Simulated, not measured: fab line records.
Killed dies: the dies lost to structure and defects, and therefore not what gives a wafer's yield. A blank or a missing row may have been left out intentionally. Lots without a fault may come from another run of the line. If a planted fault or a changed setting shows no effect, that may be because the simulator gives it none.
Matching of chambers -- flow nand harc -- 4 sister chambers for NHARC_P_ZERO_WELL_ETCH_63 on rie si-04
The step etches the open film in HBr/Cl2, target depth 120 nm, time 40.1 s. 4 wafers are shown with their chamber, then 12 later ones without.

WAFERS, EACH WITH ITS CHAMBER
wafer,chamber,oes product au (a.u.)
L090.2,0,1.002
L092.2,1,1.015
L092.4,3,1.028
L092.5,2,0.989

WAFERS WITH NO CHAMBER GIVEN
wafer,oes product au (a.u.)
L093.2,0.995
L093.3,1.017
L093.5,1.027
L094.1,1.022
L094.3,1.022
L094.5,0.986
L095.1,1.000
L095.4,1.016
L095.6,1.019
L096.1,1.009
L096.5,0.988
L096.6,1.010

WHICH CHAMBER EACH ONE RAN IN
wafer,from the rows above,in truth
L093.2,can't be placed: 2 or 0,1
L093.3,1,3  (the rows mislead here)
L093.5,3,3
L094.1,can't be placed: 3 or 1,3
L094.3,can't be placed: 3 or 1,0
L094.5,2,2
L095.1,0,0
L095.4,1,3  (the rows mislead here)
L095.6,can't be placed: 1 or 3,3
L096.1,can't be placed: 1 or 0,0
L096.5,2,2
L096.6,can't be placed: 1 or 0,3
Placed correctly: 4 of 12. These rows do not allow placing 6 (true chamber among the candidates in 3). Wrongly placed: 2.
How it was worked out, from the rows above alone: a wafer's distance from a chamber is the root of the sum, over the readings, of the square of ((its reading less the chamber's mean) divided by the reading's scatter). If the next closest chamber is less than 2 further off than the closest, the wafer can't be placed; otherwise it belongs to the closest. For every chamber, the mean is computed from those of its wafers that are shown. The scatter (one wafer shown for each chamber): square how far every hidden wafer sits from the nearest shown wafer, average those squares and take the square root.
